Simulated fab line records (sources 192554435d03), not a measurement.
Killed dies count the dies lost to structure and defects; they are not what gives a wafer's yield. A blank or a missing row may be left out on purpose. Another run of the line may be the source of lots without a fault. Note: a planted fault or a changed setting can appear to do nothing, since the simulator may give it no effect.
Matching of chambers ; flow n5 finfet ; N5_BEOL_M4_STRIP_36 on rie diel-01 has 4 sister chambers
The step strips in N2/H2. 4 wafers are shown with their chamber, then 12 later ones without.

== WAFERS WITH THEIR CHAMBER ==
wafer;chamber;drypump motor current A (A)
L082.2;1;6.1
L085.2;2;5.6
L085.4;0;5.2
L085.5;3;5.7

== WAFERS MISSING THEIR CHAMBER ==
wafer;drypump motor current A (A)
L087.4;5.2
L087.5;5.1
L087.6;5.7
L093.3;6.1
L093.5;5.2
L093.6;5.7
L096.2;5.1
L096.5;5.5
L096.6;5.6
L095.2;5.7
L095.3;5.6
L095.6;5.6

== WHICH CHAMBER EACH ONE RAN IN ==
wafer;from the rows above;in truth
L087.4;0;0
L087.5;0;0
L087.6;3;3
L093.3;1;1
L093.5;0;0
L093.6;3;3
L096.2;0;0
L096.5;2;2
L096.6;2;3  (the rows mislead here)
L095.2;3;3
L095.3;2;2
L095.6;2;2
Correctly placed: 11 of 12. From these rows, 0 cannot be placed. Wrongly placed: 1.
How it was worked out, from the rows above alone: a wafer's distance from a chamber is the root of the sum, over the readings, of the square of ((its reading less the chamber's mean) divided by the reading's scatter). If the next closest chamber is less than 2 further off than the closest, the wafer can't be placed; otherwise it belongs to the closest. For every chamber, the mean is computed from those of its wafers that are shown. The scatter: root of mean squared gap, hidden wafer to nearest shown wafer, with one shown wafer a chamber.
